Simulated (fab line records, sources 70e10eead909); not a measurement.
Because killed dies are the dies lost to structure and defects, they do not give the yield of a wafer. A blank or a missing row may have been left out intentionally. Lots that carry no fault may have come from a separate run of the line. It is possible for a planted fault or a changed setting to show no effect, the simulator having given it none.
fab line records    flow nand-harc
record lots=6  wafers=17  last-day=32
route steps=1302 shown A_SLIT@945 A_SIN_REMOVE@947 A_WL_FILL@952 END@1302
lots that met no fault: taken from a fault-free run of the same line
start-h: hours from the record's first day to the start of the lot's first wafer shown    wait-h: hours elapsed since this lot's preceding step    " same as the row above    L1.1+2: a single row standing in for several wafers    - no value present, or no start provided    * or withheld: withheld    < > ~ a bound
route shown NAME@n: a module of which the file shows steps, and the number in the route of the first    usual: mean/standard deviation taken from wafers without a fault    same: alike in all rows    chamber/n: place in a boat    sites: the reading at each site    _std_site: the values' standard deviation    _edge_site: mean of outer sites minus mean of inner sites    radius-mm: for every site, how far away it sits from the centre of the wafer    mask NAME#n: copy n    behind: the tool/chamber that last shaped the wafer    hold: reason for holding the lot/hours on hold/outcome of the hold    device: which transistor (n, p or np) failed to switch    end of line: tests of these same wafers at the route's end    a step with no rows: only its recipe    killed: dies lost to structure and defects at the first sort, not the wafer's yield    map: a wafer's dies, marking killed ones x, the rest . and places with no die _
set.NAME: the setting as run; set.NAME@STEP: as run at that earlier step    model.NAME: the simulator's own value behind a step, which no gauge read
lots at selected steps of the route; one table per step, one row per wafer
services: when a tool's chamber went out of use (start-h, in hours from the record's first day, below 0 if earlier), for how many hours, and the reason
## steps
# step NHARC_A_SLIT_SRD_20
# step NHARC_A_SLIT_CD_MEAS_21
# usual cd-nm=289.8/0.95
lot.wafer  tool       chamber  start-h  wait-h  cd-nm
L463.1     cd-sem-02  -        478.70   -       290.3
L463.2     "          -        "        "       290.4
L463.6     "          -        "        "       290.5
L466.1     cd-sem-02  -        493.16   -       290.2
L466.5     "          -        "        "       290.9
L466.6     "          -        "        "       290.4
L476.1     cd-sem-02  -        591.48   -       289.5
L476.3     "          -        "        "       289.9
L476.5     "          -        "        "       289.5
L475.1     cd-sem-03  -        594.49   -       290.2
L475.5     "          -        "        "       288.7
L479.1     cd-sem-03  -        622.45   -       290.6
L479.3     "          -        "        "       290.4
L479.5     "          -        "        "       291.3
L482.3     cd-sem-02  -        660.90   -       289.3
L482.4     "          -        "        "       289.6
L482.6     "          -        "        "       290.3
# step NHARC_A_SIN_REMOVE_WET_00
# recipe temp-c=160  time-s=15300  chemistry=H3PO4
# step NHARC_A_SIN_REMOVE_PRECLEAN_01
# recipe time-s=*  temp-c=50  bath-age-min=0  chemistry=SC1
# step NHARC_A_SIN_REMOVE_SRD_02
# step NHARC_A_SIN_REMOVE_INSPECT_04
# usual raw-defect-count=383/96
lot.wafer  tool               chamber  start-h  wait-h  raw-defect-count
L463.1     defect-inspect-01  -        485.36   0.0     392
L463.2     "                  -        "        "       303
L463.6     "                  -        "        "       333
L466.1     defect-inspect-02  -        499.77   0.0     408
L466.5     "                  -        "        "       381
L466.6     "                  -        "        "       457
L476.1     defect-inspect-02  -        597.28   0.0     385
L476.3     "                  -        "        "       331
L476.5     "                  -        "        "       328
L475.1     defect-inspect-01  -        601.98   0.0     349
L475.5     "                  -        "        "       408
L479.1     defect-inspect-01  -        629.09   0.0     384
L479.3     "                  -        "        "       363
L479.5     "                  -        "        "       348
L482.3     defect-inspect-01  -        667.53   0.0     362
L482.4     "                  -        "        "       935
L482.6     "                  -        "        "       485
# step NHARC_A_WL_FILL_ALD_00
# recipe target-thk-a=30  pulse-time-s=3  ald-cycles=30  temp-c=300  material=Al2O3
# usual heater-power-w=441/34  precursor-pulse-height-rel=1.001/0.019
# same ald-cycles=30
lot.wafer  tool       chamber  start-h  wait-h  heater-power-w  precursor-pulse-height-rel
L463.1     ald-hk-04  2        485.43   0.1     425             0.987
L463.2     "          3        "        "       441             1.029
L463.6     "          3        "        "       438             0.993
L466.1     ald-hk-04  0        499.92   0.1     418             1.003
L466.5     "          1        "        "       418             0.966
L466.6     "          2        "        "       417             1.007
L476.3     ald-hk-02  2        597.35   0.1     375             1.035
L476.1     "          3        "        "       438             1.002
L476.5     "          2        "        "       370             1.006
L475.1     ald-hk-02  0        602.04   0.1     449             1.005
L475.5     "          0        "        "       449             0.970
L479.3     ald-hk-04  2        629.15   0.1     425             0.981
L479.1     "          0        "        "       452             0.992
L479.5     "          2        "        "       427             0.997
L482.4     ald-hk-02  3        667.59   0.1     431             1.007
L482.3     "          0        "        "       453             0.988
L482.6     "          0        "        "       451             0.991
# step NHARC_A_WL_FILL_RTA_01
# recipe temp-c=1000  time-s=5
# usual lamp-power-pct=33/4.2  lamp_zone_1_pct=33/4.2  lamp_zone_7_pct=34/4.2  wafer_temp_C_max=1003.3/1
lot.wafer  tool           chamber  start-h  wait-h  lamp-power-pct  lamp_zone_1_pct  lamp_zone_7_pct  wafer_temp_C_max
L463.1     rtp-anneal-01  0        485.88   0.4     37              37               38               1003.1
L463.2     "              0        "        "       37              37               38               1003.3
L463.6     "              0        "        "       37              37               37               1003.0
L466.1     rtp-anneal-02  0        500.10   -       28              29               29               1005.4
L466.5     "              0        "        "       28              29               29               1006.6
L466.6     "              0        "        "       28              29               29               1004.2
L476.1     rtp-anneal-02  0        597.79   0.3     28              28               29               1004.6
L476.3     "              0        "        "       28              28               29               1004.7
L476.5     "              0        "        "       28              28               29               1004.3
L475.1     rtp-anneal-01  0        602.30   -       37              37               38               1002.3
L475.5     "              0        "        "       37              37               38               1002.2
L479.1     rtp-anneal-01  0        629.58   -       37              37               38               1003.3
L479.3     "              0        "        "       37              37               38               1002.5
L479.5     "              0        "        "       37              37               38               1002.7
L482.3     rtp-anneal-01  0        667.90   -       37              37               38               1003.5
L482.4     "              0        "        "       37              37               38               1003.7
L482.6     "              0        "        "       37              37               37               1002.6
# step NHARC_A_WL_FILL_ALD_02
# recipe target-thk-a=20  pulse-time-s=3  ald-cycles=100  temp-c=450  material=TiN
# usual heater-power-w=1082/89  precursor-pulse-height-rel=0.997/0.019
# same ald-cycles=100
lot.wafer  tool          chamber  start-h  wait-h  heater-power-w  precursor-pulse-height-rel
L463.2     ald-metal-02  0        486.10   0.2     938             1.000
L463.1     "             3        "        "       1145            1.000
L463.6     "             0        "        "       915             1.000
L466.1     ald-metal-01  0        500.39   0.3     1047            0.992
L466.6     "             2        "        "       1154            0.997
L466.5     "             3        "        "       1113            0.969
L476.3     ald-metal-02  1        598.04   0.2     1048            1.007
L476.1     "             2        "        "       1155            1.014
L476.5     "             1        "        "       1038            0.990
L475.1     ald-metal-01  2        602.59   0.3     1189            0.984
L475.5     "             0        "        "       1046            1.000
L479.3     ald-metal-02  1        629.86   0.2     1044            0.974
L479.1     "             2        "        "       1099            0.948
L479.5     "             1        "        "       1046            0.999
L482.4     ald-metal-04  0        668.14   0.2     1112            0.991
L482.3     "             1        "        "       1090            0.995
L482.6     "             3        "        "       965             0.983
# step NHARC_A_WL_FILL_CVD_03
# recipe target-thk-a=400  temp-c=300  pressure-torr=40  wf6-flow-sccm=40  h2-flow-sccm=1600  ar-flow-sccm=1560  time-s=279  material=W
# usual chamber-pressure-Torr=40.00/0.084  heater-power-w=488/53  throttle-valve-pct=8.06/0.18
lot.wafer  tool      chamber  start-h  wait-h  chamber-pressure-Torr  heater-power-w  throttle-valve-pct
L463.2     cvd-w-02  0        486.53   0.1     39.86                  544             8.32
L463.1     "         1        "        "       39.92                  522             8.19
L463.6     "         1        "        "       39.96                  538             7.98
L466.1     cvd-w-01  0        500.81   0.1     39.96                  485             8.22
L466.6     "         1        "        "       40.11                  412             7.49
L466.5     "         0        "        "       39.95                  474             7.95
L476.1     cvd-w-02  1        598.49   0.1     40.02                  532             8.04
L476.3     "         0        "        "       40.01                  543             8.25
L476.5     "         1        "        "       40.01                  538             8.21
L475.1     cvd-w-01  1        602.95   0.1     39.89                  388             7.62
L475.5     "         0        "        "       39.96                  488             8.08
L479.1     cvd-w-01  1        630.26   0.1     40.10                  402             7.92
L479.3     "         1        "        "       40.11                  404             7.97
L479.5     "         1        "        "       40.07                  411             7.69
L482.4     cvd-w-02  1        668.60   0.2     40.09                  485             8.12
L482.3     "         0        "        "       40.04                  529             8.13
L482.6     "         0        "        "       40.14                  534             7.65
# step NHARC_A_WL_FILL_ETCHBACK_04
# recipe target-depth-a=600  time-s=120  chemistry=NF3
# usual drypump-motor-current-A=5.6/0.31  oes-product-au=0.995/0.012  run-length-s=141.2/0.36
lot.wafer  tool          chamber  start-h  wait-h  drypump-motor-current-A  oes-product-au  rf-hours-counter-h  run-length-s
L463.2     rie-metal-02  0        486.91   0.3     5.7                      0.991           0.0                 141.2
L463.1     "             1        "        "       6.0                      0.988           0.0                 141.0
L463.6     "             1        "        "       6.0                      1.000           -                   140.7
L466.1     rie-metal-03  1        501.16   0.3     5.8                      0.998           2.9                 142.2
L466.5     "             0        "        "       5.5                      0.973           -                   140.7
L466.6     "             1        "        "       5.8                      1.009           -                   141.4
L476.1     rie-metal-03  0        598.83   0.3     5.5                      0.986           1.1                 141.0
L476.3     "             1        "        "       5.9                      0.998           -                   141.8
L476.5     "             1        "        "       5.8                      0.995           -                   141.8
L475.1     rie-metal-02  0        603.33   0.3     5.7                      0.995           2.8                 89.7
L475.5     "             0        "        "       5.7                      1.001           -                   89.9
L479.1     rie-metal-02  1        630.63   0.3     6.0                      0.982           2.8                 141.3
L479.3     "             0        "        "       5.7                      1.004           -                   89.6
L479.5     "             0        "        "       5.7                      1.000           -                   89.8
L482.3     rie-metal-03  0        669.00   0.3     5.6                      1.002           -                   140.7
L482.4     "             0        "        "       5.5                      1.000           -                   140.8
L482.6     "             0        "        "       5.6                      0.993           -                   140.7
# step NHARC_A_WL_FILL_ETCHBACK_05
# recipe target-depth-a=220  time-s=60  temp-c=40  chemistry=Cl2/BCl3
# usual drypump-motor-current-A=5.6/0.31  oes-product-au=0.994/0.012  run-length-s=81.2/0.35
lot.wafer  tool          chamber  start-h  wait-h  drypump-motor-current-A  oes-product-au  rf-hours-counter-h  run-length-s
L463.2     rie-metal-02  0        487.15   0.2     5.7                      0.995           0.1                 81.3
L463.1     "             1        "        "       6.0                      0.988           0.1                 80.7
L463.6     "             1        "        "       6.0                      0.988           -                   80.6
L466.1     rie-metal-03  1        501.38   0.2     5.8                      1.011           3.0                 81.7
L466.6     "             0        "        "       5.6                      0.980           -                   81.0
L466.5     "             1        "        "       5.8                      1.012           -                   81.6
L476.1     rie-metal-03  1        599.09   0.2     5.8                      1.004           1.2                 81.3
L476.3     "             0        "        "       5.6                      0.990           -                   81.0
L476.5     "             1        "        "       5.8                      0.987           -                   81.4
L475.1     rie-metal-02  0        603.57   0.2     5.7                      1.015           2.9                 81.1
L475.5     "             1        "        "       6.0                      1.000           -                   80.6
L479.1     rie-metal-02  0        630.89   0.2     5.7                      1.007           3.4                 81.3
L479.3     "             0        "        "       5.7                      1.015           -                   81.1
L479.5     "             1        "        "       6.0                      0.994           -                   81.0
L482.3     rie-metal-03  0        669.36   0.3     5.6                      1.000           -                   80.7
L482.4     "             0        "        "       5.6                      1.000           -                   81.1
L482.6     "             0        "        "       5.6                      0.996           -                   81.2
# step NHARC_END_SORT_01
# recipe temp-c=25
# usual killed-at-array=52/16  killed-at-other=0.8/0.98  killed-at-periphery=4.2/2.9  killed-dies=57/16  killed-open=3.3/1.9  killed-short=2.5/1.5
# same gross-dies=677
lot.wafer  tool       chamber  start-h  wait-h  killed-at-array  killed-at-other  killed-at-periphery  killed-dies  killed-open  killed-short
L479.3     prober-02  0        735.80   3.1     667              1                9                    677          4            4
L479.5     prober-02  0        737.38   3.7     669              2                6                    677          2            4
# killed by level:class
L479.3 A_WL_FILL:area-etchback=604 A_SLIT:chamber-film-flake=25 A_CHANNEL_HOLE_D2:chamber-film-flake=21 A_CHANNEL_HOLE_D1:chamber-film-flake=5 P_M2:chamber-film-flake=3 A_STAIRCASE:chamber-film-flake=3 P_STI:chamber-film-flake=2 A_WL_FILL:chamber-film-flake=2
L479.5 A_WL_FILL:area-etchback=608 A_SLIT:chamber-film-flake=22 A_CHANNEL_HOLE_D2:chamber-film-flake=21 A_CHANNEL_HOLE_D1:chamber-film-flake=8 A_CHANNEL_FILL_D2:geometric-particle:short=2 P_M2:chamber-film-flake=2 A_STAIRCASE:chamber-film-flake=2 A_CONTACT:chamber-film-flake=2
# map L479.3 (x killed, . not)
____________x____________
_________xxxxxxx_________
_______xxxxxxxxxxx_______
______xxxxxxxxxxxxx______
_____xxxxxxxxxxxxxxx_____
____xxxxxxxxxxxxxxxxx____
____xxxxxxxxxxxxxxxxx____
___xxxxxxxxxxxxxxxxxxx___
___xxxxxxxxxxxxxxxxxxx___
__xxxxxxxxxxxxxxxxxxxxx__
__xxxxxxxxxxxxxxxxxxxxx__
_xxxxxxxxxxxxxxxxxxxxxxx_
_xxxxxxxxxxxxxxxxxxxxxxx_
_xxxxxxxxxxxxxxxxxxxxxxx_
_xxxxxxxxxxxxxxxxxxxxxxx_
_xxxxxxxxxxxxxxxxxxxxxxx_
xxxxxxxxxxxxxxxxxxxxxxxxx
xxxxxxxxxxxxxxxxxxxxxxxxx
xxxxxxxxxxxxxxxxxxxxxxxxx
xxxxxxxxxxxxxxxxxxxxxxxxx
xxxxxxxxxxxxxxxxxxxxxxxxx
_xxxxxxxxxxxxxxxxxxxxxxx_
_xxxxxxxxxxxxxxxxxxxxxxx_
_xxxxxxxxxxxxxxxxxxxxxxx_
_xxxxxxxxxxxxxxxxxxxxxxx_
_xxxxxxxxxxxxxxxxxxxxxxx_
__xxxxxxxxxxxxxxxxxxxxx__
__xxxxxxxxxxxxxxxxxxxxx__
___xxxxxxxxxxxxxxxxxxx___
___xxxxxxxxxxxxxxxxxxx___
____xxxxxxxxxxxxxxxxx____
____xxxxxxxxxxxxxxxxx____
_____xxxxxxxxxxxxxxx_____
______xxxxxxxxxxxxx______
_______xxxxxxxxxxx_______
_________xxxxxxx_________
____________x____________
# map L463.6 (x killed, . not)
____________.____________
_________......._________
_______..........x_______
______.............______
_____..............._____
____...........x.....____
____.................____
___..............xx..x___
___...............x.xx___
__.........x...........__
__..........x....x...xx__
_..........x.....x.xxxxx_
_.................xxxx.._
_................xxxxxx._
_........x.......x.xx.xx_
_..................x...x_
......................x..
....x...x............xx..
.........................
.....x...................
.....x..........x........
_...x.xx................_
_...x.x.x..............._
_...xx.xx..............._
_.x.xxx................._
_..x.x.xxx.............._
__..xxxx.x.............__
__.xxxx.....x..........__
___....x..............___
___xx.................___
____x................____
____x................____
_____x........x....._____
______.............______
_______..........._______
_________......._________
____________.____________
## services
tool          chamber  start-h  hours  kind
rie-metal-02  0        463.00   -      clean
rie-metal-02  1        463.00   -      clean
ald-metal-04  -        474.00   10.0   pm
cvd-w-02      0        487.12   14.6   repair
ald-metal-04  3        499.35   11.2   repair
rie-metal-03  -        519.00   9.0    pm
rie-metal-03  0        519.00   9.0    vent-cycle
rie-metal-03  1        519.00   9.0    vent-cycle
ald-metal-01  1        520.28   4.5    repair
ald-hk-02     -        526.11   10.0   pm
ald-metal-01  -        526.14   10.0   pm
rie-metal-03  0        528.00   -      clean
rie-metal-03  1        528.00   -      clean
cvd-w-01      -        547.00   13.0   pm
ald-metal-02  2        559.07   3.9    repair
rie-metal-02  1        564.12   2.2    repair
rie-metal-02  0        594.30   2.6    repair
rie-metal-02  -        607.18   14.9   repair
ald-metal-02  -        610.00   10.0   pm
ald-hk-04     -        612.02   10.0   pm
cvd-w-02      -        631.00   13.0   pm
rie-metal-02  -        631.00   9.0    pm
ald-metal-04  -        652.00   10.0   pm
rie-metal-03  1        666.54   7.5    repair
## key
first-sign step=NHARC_A_WL_FILL_ETCHBACK_04  reading=run-length-s  direction=down  sigmas=99+  usual=*  struck=*
effect step=NHARC_END_SORT_01  reading=killed-at-array  direction=up  sigmas=39  usual=52  struck=668
more-kills-born-at NHARC_A_WL_FILL_ETCHBACK_04@rie-metal-02=1212
met-at NHARC_A_WL_FILL_ETCHBACK_04
struck-wafers L475.1,L475.5,L479.3,L479.5
rows-end L475.1,L475.5
later-rows-left-out L479.3,L479.5
tester-left-out L479
onset-between 486.91 603.33
fault kind=process-parameter-drift  tool=rie-metal-02  chamber=0  onset-h=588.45  steps=NHARC_A_WL_FILL_ETCHBACK_04  channel=time-s  offset=*  shape=step  acts-in=*  stated=*
# tester-left-out: of these lots the tester's yield and bins aren't shown, on N5 and GAA mostly nor the transistor test; their killed dies are dies lost to structure and defects alone, not to doping, threshold or leakage, so they don't give the yield
# later-rows-left-out: the simulator's readings of these wafers behind a module that went badly wrong aren't trusted and aren't shown, but for the sort
# rows-end: these wafers met a further fault down the route, and their rows from its step on are left out
